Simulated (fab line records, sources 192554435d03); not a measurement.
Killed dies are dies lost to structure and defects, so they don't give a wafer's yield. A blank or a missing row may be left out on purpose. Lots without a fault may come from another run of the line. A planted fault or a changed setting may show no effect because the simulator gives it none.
Chamber matching | flow n5_finfet | N5_ZERO_LAYER_ETCH_17 on rie_diel-06: 4 sister chambers
The step etches SiO2 in CF4, target depth 12 nm, time 13.3 s. 4 wafers are shown with their chamber, then 12 later ones without.

WAFERS WITH THEIR CHAMBER
wafer  | chamber | drypump_motor_current_A (A)
L091.5 | 1       | 6.49
L092.2 | 0       | 5.79
L092.3 | 2       | 6.03
L092.5 | 3       | 5.78

WAFERS WITHOUT THEIR CHAMBER
wafer  | drypump_motor_current_A (A)
L093.3 | 5.78
L093.5 | 5.78
L093.6 | 5.78
L095.3 | 5.78
L095.4 | 6.46
L095.5 | 5.80
L096.3 | 6.51
L096.5 | 5.76
L096.6 | 6.51
L097.1 | 5.80
L097.2 | 6.04
L097.6 | 5.78

WHICH CHAMBER EACH WENT THROUGH
wafer  | from the rows above     | in truth
L093.3 | can't be placed: 3 or 0 | 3
L093.5 | can't be placed: 3 or 0 | 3
L093.6 | can't be placed: 3 or 0 | 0
L095.3 | can't be placed: 3 or 0 | 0
L095.4 | 1                       | 1
L095.5 | can't be placed: 0 or 3 | 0
L096.3 | 1                       | 1
L096.5 | can't be placed: 3 or 0 | 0
L096.6 | 1                       | 1
L097.1 | can't be placed: 0 or 3 | 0
L097.2 | 2                       | 2
L097.6 | can't be placed: 3 or 0 | 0
Placed correctly: 4 of 12. Can't be placed from these rows: 8 (the true chamber is among the candidates in 8). Placed wrongly: 0.
How it was worked out, from the rows above alone: a wafer's distance from a chamber is the root of the sum, over the readings, of the square of ((its reading less the chamber's mean) divided by the reading's scatter). The wafer belongs to the nearest chamber; if the next one is less than 2 further off, it can't be placed. A chamber's mean is the mean of its shown wafers. The scatter: with one shown wafer a chamber, the root of the mean of the squares of how far each hidden wafer lies from its nearest shown one.
